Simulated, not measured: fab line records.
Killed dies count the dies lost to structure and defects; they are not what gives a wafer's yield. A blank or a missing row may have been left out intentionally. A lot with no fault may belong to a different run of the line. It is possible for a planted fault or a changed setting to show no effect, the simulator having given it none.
Which tool was responsible? | flow n5_finfet | 24 lots, 72 wafers sampled, at 6 steps of a route of 1938

== WHAT EACH GAUGE READ, for each wafer ==
Not one reading of a measure or inspect step in the record can be checked against a usual standard deviation.

== EACH LOT AND THE TOOL THAT RAN IT (in order: tool; ch and the chambers of the sampled wafers; start) ==
lot  | N5_BEOL_M7_SURFACE_TREAT_79  | N5_BEOL_M7_SPUTTER_48        | N5_BEOL_M7_ANNEAL_51             | N5_BEOL_M8_HM_OPEN_17             | N5_BEOL_M9_CURE_71            | N5_BEOL_M9_HM_DEP_02
L074 | pvd_sputter-02, day 8 23:50  | pvd_sputter-02, day 9 00:01  | rtp_anneal-01 ch 0, day 9 00:38  | rie_metal-02 ch 0,1, day 9 03:45  | uv_cure-03 ch 1, day 9 09:47  | pvd_sputter-03, day 9 11:13
L076 | pvd_sputter-01, day 9 03:12  | pvd_sputter-02, day 9 03:22  | rtp_anneal-01 ch 0, day 9 03:52  | rie_metal-01 ch 0,1, day 9 06:42  | uv_cure-02 ch 0, day 9 11:38  | pvd_sputter-02, day 9 13:03
L075 | pvd_sputter-02, day 9 07:43  | pvd_sputter-01, day 9 07:55  | rtp_anneal-01 ch 0, day 9 08:51  | rie_metal-02 ch 0,1, day 9 12:03  | uv_cure-03 ch 1, day 9 17:02  | pvd_sputter-03, day 9 18:30
L078 | pvd_sputter-01, day 10 02:23 | pvd_sputter-02, day 10 02:36 | rtp_anneal-02 ch 0, day 10 02:59 | rie_metal-01 ch 0,1, day 10 08:11 | uv_cure-02 ch 1, day 10 12:40 | pvd_sputter-02, day 10 15:47
L077 | pvd_sputter-02, day 10 08:53 | pvd_sputter-02, day 10 09:25 | rtp_anneal-02 ch 0, day 10 10:08 | rie_metal-03 ch 0,1, day 10 15:01 | uv_cure-02 ch 2, day 10 21:05 | pvd_sputter-01, day 10 23:14
L079 | pvd_sputter-02, day 10 09:34 | pvd_sputter-03, day 10 10:20 | rtp_anneal-02 ch 0, day 10 10:37 | rie_metal-03 ch 0,1, day 10 15:27 | uv_cure-03 ch 1, day 10 22:38 | pvd_sputter-01, day 11 01:34
L080 | pvd_sputter-03, day 11 02:11 | pvd_sputter-02, day 11 04:21 | rtp_anneal-02 ch 0, day 11 04:55 | rie_metal-01 ch 0,1, day 11 08:55 | uv_cure-03 ch 0, day 11 12:59 | pvd_sputter-03, day 11 13:40
L083 | pvd_sputter-01, day 11 06:34 | pvd_sputter-01, day 11 06:46 | rtp_anneal-02 ch 0, day 11 06:59 | rie_metal-01 ch 0,1, day 11 10:35 | uv_cure-03 ch 1, day 11 14:58 | pvd_sputter-01, day 11 18:11
L081 | pvd_sputter-01, day 11 07:14 | pvd_sputter-01, day 11 07:31 | rtp_anneal-02 ch 0, day 11 07:44 | rie_metal-01 ch 0,1, day 11 10:40 | uv_cure-02 ch 1, day 11 17:16 | pvd_sputter-01, day 11 18:23
L082 | pvd_sputter-03, day 11 09:06 | pvd_sputter-01, day 11 09:26 | rtp_anneal-01 ch 0, day 11 10:16 | rie_metal-01 ch 0,1, day 11 13:38 | uv_cure-03 ch 0, day 11 21:19 | pvd_sputter-01, day 11 22:56
L085 | pvd_sputter-01, day 11 18:49 | pvd_sputter-01, day 11 19:01 | rtp_anneal-01 ch 0, day 11 19:23 | rie_metal-01 ch 0, day 11 22:56   | uv_cure-03 ch 0, day 12 05:47 | pvd_sputter-01, day 12 06:45
L084 | pvd_sputter-03, day 11 19:35 | pvd_sputter-01, day 11 20:08 | rtp_anneal-01 ch 0, day 11 20:45 | rie_metal-01 ch 0, day 11 23:55   | uv_cure-02 ch 1, day 12 06:46 | pvd_sputter-02, day 12 11:05
L086 | pvd_sputter-01, day 12 05:50 | pvd_sputter-01, day 12 06:03 | rtp_anneal-01 ch 0, day 12 06:36 | rie_metal-02 ch 0,1, day 12 12:01 | uv_cure-03 ch 1, day 12 19:40 | pvd_sputter-03, day 12 21:44
L088 | pvd_sputter-03, day 12 12:35 | pvd_sputter-03, day 12 13:19 | rtp_anneal-01 ch 0, day 12 13:40 | rie_metal-03 ch 0,1, day 12 17:45 | uv_cure-02 ch 1, day 12 23:53 | pvd_sputter-02, day 13 01:41
L087 | pvd_sputter-01, day 12 22:32 | pvd_sputter-03, day 12 22:49 | rtp_anneal-02 ch 0, day 12 23:07 | rie_metal-03 ch 0,1, day 13 02:40 | uv_cure-01 ch 0, day 13 07:24 | pvd_sputter-01, day 13 10:37
L090 | pvd_sputter-01, day 13 04:52 | pvd_sputter-03, day 13 05:04 | rtp_anneal-01 ch 0, day 13 05:22 | rie_metal-02 ch 0,1, day 13 08:28 | uv_cure-02 ch 2, day 13 13:22 | pvd_sputter-03, day 13 14:25
L092 | pvd_sputter-03, day 13 04:56 | pvd_sputter-02, day 13 05:21 | rtp_anneal-01 ch 0, day 13 05:41 | rie_metal-03 ch 0,1, day 13 09:08 | uv_cure-01 ch 0, day 13 15:26 | pvd_sputter-03, day 13 17:34
L089 | pvd_sputter-01, day 13 05:20 | pvd_sputter-01, day 13 05:46 | rtp_anneal-01 ch 0, day 13 06:17 | rie_metal-01 ch 0,1, day 13 09:32 | uv_cure-01 ch 2, day 13 14:10 | pvd_sputter-02, day 13 17:20
L091 | pvd_sputter-01, day 13 10:49 | pvd_sputter-01, day 13 11:08 | rtp_anneal-02 ch 0, day 13 11:20 | rie_metal-03 ch 0,1, day 13 14:50 | uv_cure-03 ch 2, day 13 19:44 | pvd_sputter-01, day 13 20:55
L093 | pvd_sputter-03, day 14 00:38 | pvd_sputter-03, day 14 00:52 | rtp_anneal-01 ch 0, day 14 01:08 | rie_metal-02 ch 0,1, day 14 08:26 | uv_cure-02 ch 2, day 14 15:25 | pvd_sputter-01, day 14 18:36
L095 | pvd_sputter-01, day 14 01:13 | pvd_sputter-02, day 14 01:26 | rtp_anneal-01 ch 0, day 14 01:48 | rie_metal-01 ch 0,1, day 14 08:35 | uv_cure-01 ch 1, day 14 14:45 | pvd_sputter-01, day 14 15:22
L094 | pvd_sputter-03, day 14 08:10 | pvd_sputter-02, day 14 08:32 | rtp_anneal-02 ch 0, day 14 09:11 | rie_metal-02 ch 0,1, day 14 12:38 | uv_cure-01 ch 2, day 14 16:47 | pvd_sputter-02, day 14 19:01
L097 | pvd_sputter-01, day 14 22:39 | pvd_sputter-03, day 14 23:03 | rtp_anneal-02 ch 0, day 14 23:26 | rie_metal-03 ch 0,1, day 15 02:55 | uv_cure-01 ch 0, day 15 07:14 | pvd_sputter-03, day 15 08:05
L096 | pvd_sputter-03, day 14 23:54 | pvd_sputter-01, day 15 01:22 | rtp_anneal-02 ch 0, day 15 01:35 | rie_metal-03 ch 0,1, day 15 04:55 | uv_cure-03 ch 0, day 15 09:50 | pvd_sputter-03, day 15 10:57
- N5_BEOL_M7_SURFACE_TREAT_79
- N5_BEOL_M7_SPUTTER_48: material Cu, target thk 10 nm, time 1.667 s.
- N5_BEOL_M7_ANNEAL_51: time 90 s.
- N5_BEOL_M8_HM_OPEN_17: chemistry Cl2/BCl3, target TiN, target depth 20 nm, overetch 6 nm.
- N5_BEOL_M9_CURE_71: cures SiCOH lowk, time 240 s.
- N5_BEOL_M9_HM_DEP_02: deposits TiN, target thk 20 nm.

== WHAT THE TOOLS THEMSELVES READ (means of the sampled wafers that have a number; where no wafer has one, the mark that the record gives instead) ==
N5_BEOL_M7_SPUTTER_48.
lot  | tool           | susceptor_temp_C (C) | throttle_valve_pct (%)
L074 | pvd_sputter-02 | -19.98               | 30.6
L076 | pvd_sputter-02 | -19.97               | 30.2
L075 | pvd_sputter-01 | -20.04               | 30.3
L078 | pvd_sputter-02 | -20.07               | 30.7
L077 | pvd_sputter-02 | -19.99               | 29.7
L079 | pvd_sputter-03 | -19.99               | 29.6
L080 | pvd_sputter-02 | -19.93               | 30.2
L083 | pvd_sputter-01 | -20.11               | 29.8
L081 | pvd_sputter-01 | -20.00               | 30.2
L082 | pvd_sputter-01 | -19.93               | 29.7
L085 | pvd_sputter-01 | -19.97               | 29.7
L084 | pvd_sputter-01 | -19.90               | 30.3
L086 | pvd_sputter-01 | -20.00               | 30.8
L088 | pvd_sputter-03 | -19.93               | 30.1
L087 | pvd_sputter-03 | -20.06               | 29.4
L090 | pvd_sputter-03 | -19.91               | 30.1
L092 | pvd_sputter-02 | -19.96               | 31.1
L089 | pvd_sputter-01 | -19.94               | 30.1
L091 | pvd_sputter-01 | -20.03               | 31.1
L093 | pvd_sputter-03 | -19.92               | 29.5
L095 | pvd_sputter-02 | -19.98               | 29.4
L094 | pvd_sputter-02 | -20.08               | 29.1
L097 | pvd_sputter-03 | -20.15               | 29.4
L096 | pvd_sputter-01 | -20.03               | 30.3

N5_BEOL_M7_ANNEAL_51.
lot  | tool          | wafer_temp_C_max
L074 | rtp_anneal-01 | 225.84
L076 | rtp_anneal-01 | 226.03
L075 | rtp_anneal-01 | 225.95
L078 | rtp_anneal-02 | 225.75
L077 | rtp_anneal-02 | 225.69
L079 | rtp_anneal-02 | 225.80
L080 | rtp_anneal-02 | 225.80
L083 | rtp_anneal-02 | 225.79
L081 | rtp_anneal-02 | 225.67
L082 | rtp_anneal-01 | 225.70
L085 | rtp_anneal-01 | 225.84
L084 | rtp_anneal-01 | 225.94
L086 | rtp_anneal-01 | 225.74
L088 | rtp_anneal-01 | 225.99
L087 | rtp_anneal-02 | 225.69
L090 | rtp_anneal-01 | 225.96
L092 | rtp_anneal-01 | 225.98
L089 | rtp_anneal-01 | 225.74
L091 | rtp_anneal-02 | 225.80
L093 | rtp_anneal-01 | 225.95
L095 | rtp_anneal-01 | 225.71
L094 | rtp_anneal-02 | 225.62
L097 | rtp_anneal-02 | 225.55
L096 | rtp_anneal-02 | 225.63

N5_BEOL_M8_HM_OPEN_17.
lot  | tool         | drypump_motor_current_A (A) | oes_product_au (a.u.) | throttle_valve_pct (%)
L074 | rie_metal-02 | 5.5                         | 0.68                  | 22.15
L076 | rie_metal-01 | 5.8                         | 0.75                  | 22.30
L075 | rie_metal-02 | 5.5                         | 0.69                  | 22.14
L078 | rie_metal-01 | 5.8                         | 0.74                  | 22.30
L077 | rie_metal-03 | 5.4                         | 0.75                  | 22.41
L079 | rie_metal-03 | 5.4                         | 0.75                  | 22.41
L080 | rie_metal-01 | 5.8                         | 0.73                  | 22.31
L083 | rie_metal-01 | 6.1                         | 0.73                  | 22.19
L081 | rie_metal-01 | 5.8                         | 0.74                  | 22.30
L082 | rie_metal-01 | 5.8                         | 0.72                  | 22.31
L085 | rie_metal-01 | 6.2                         | 0.72                  | 22.06
L084 | rie_metal-01 | 6.2                         | 0.72                  | 22.05
L086 | rie_metal-02 | 5.5                         | 0.65                  | 22.20
L088 | rie_metal-03 | 5.3                         | 0.75                  | 22.27
L087 | rie_metal-03 | 5.4                         | 0.73                  | 22.41
L090 | rie_metal-02 | 5.5                         | 0.67                  | 22.23
L092 | rie_metal-03 | 5.3                         | 0.73                  | 22.30
L089 | rie_metal-01 | 5.8                         | 0.71                  | 22.33
L091 | rie_metal-03 | 5.3                         | 0.74                  | 22.29
L093 | rie_metal-02 | 5.5                         | 0.67                  | 22.22
L095 | rie_metal-01 | 6.0                         | 0.70                  | 22.19
L094 | rie_metal-02 | 5.5                         | 0.65                  | 22.18
L097 | rie_metal-03 | 5.5                         | 0.72                  | 22.40
L096 | rie_metal-03 | 5.4                         | 0.71                  | 22.44

N5_BEOL_M9_CURE_71.
lot  | tool       | lamp_power_pct (%) | wafer_temp_C_max
L074 | uv_cure-03 | 52.35              | 387.0
L076 | uv_cure-02 | 52.33              | 386.9
L075 | uv_cure-03 | 52.32              | 387.2
L078 | uv_cure-02 | 52.22              | 386.7
L077 | uv_cure-02 | 52.27              | 386.2
L079 | uv_cure-03 | 52.32              | 386.8
L080 | uv_cure-03 | 52.31              | 387.3
L083 | uv_cure-03 | 52.34              | 387.6
L081 | uv_cure-02 | 52.35              | 386.9
L082 | uv_cure-03 | 52.32              | 387.6
L085 | uv_cure-03 | 52.30              | 387.5
L084 | uv_cure-02 | 52.33              | 386.8
L086 | uv_cure-03 | 52.30              | 387.1
L088 | uv_cure-02 | 52.37              | 386.9
L087 | uv_cure-01 | 52.27              | 386.1
L090 | uv_cure-02 | 52.32              | 386.4
L092 | uv_cure-01 | 52.29              | 386.3
L089 | uv_cure-01 | 52.29              | 387.0
L091 | uv_cure-03 | 52.33              | 386.9
L093 | uv_cure-02 | 52.30              | 386.1
L095 | uv_cure-01 | 52.30              | 386.1
L094 | uv_cure-01 | 52.34              | 386.7
L097 | uv_cure-01 | 52.27              | 386.2
L096 | uv_cure-03 | 52.29              | 387.3

N5_BEOL_M9_HM_DEP_02.
lot  | tool           | susceptor_temp_C (C) | throttle_valve_pct (%)
L074 | pvd_sputter-03 | 24.88                | 29.5
L076 | pvd_sputter-02 | 24.98                | 29.2
L075 | pvd_sputter-03 | 25.05                | 29.5
L078 | pvd_sputter-02 | 24.93                | 30.2
L077 | pvd_sputter-01 | 25.06                | 30.8
L079 | pvd_sputter-01 | 25.02                | 29.7
L080 | pvd_sputter-03 | 25.02                | 29.1
L083 | pvd_sputter-01 | 25.04                | 29.9
L081 | pvd_sputter-01 | 25.02                | 29.9
L082 | pvd_sputter-01 | 25.05                | 30.3
L085 | pvd_sputter-01 | 25.08                | 29.1
L084 | pvd_sputter-02 | 24.99                | 29.7
L086 | pvd_sputter-03 | 24.99                | 29.1
L088 | pvd_sputter-02 | 24.96                | 30.1
L087 | pvd_sputter-01 | 25.02                | 30.8
L090 | pvd_sputter-03 | 24.96                | 29.9
L092 | pvd_sputter-03 | 24.97                | 29.4
L089 | pvd_sputter-02 | 25.01                | 29.2
L091 | pvd_sputter-01 | 24.96                | 29.7
L093 | pvd_sputter-01 | 24.92                | 30.9
L095 | pvd_sputter-01 | 25.01                | 29.8
L094 | pvd_sputter-02 | 25.09                | 31.1
L097 | pvd_sputter-03 | 25.08                | 29.4
L096 | pvd_sputter-03 | 25.00                | 29.7

== THE ANSWER, worked out from the rows above alone ==
Rule: the usual values come from the lots themselves. Put in order of their means at a reading, lots are off if they are a third of the lots or fewer, leave a main group of 4 or more, and stand apart from it by a gap of 3 or more times the standard deviation of the main group's means; of several such gaps the widest counts. The tables above print the reading to a certain number of digits; a main group whose means all agree to those digits is not used. A lot without any number at a reading at which 4 lots or more have one is off too. The other lots that the step has rows for count as sound. First the gauges in route order, then the tools' own readings, where a lot's mean is used as printed above. At the first step where some lot is off, the reading lying furthest off is the one used; lots without a number count as furthest.
No lot is off on any of the readings shown, so nothing can be concluded from this.

== WHAT WAS PUT IN BY THE SIMULATOR ==
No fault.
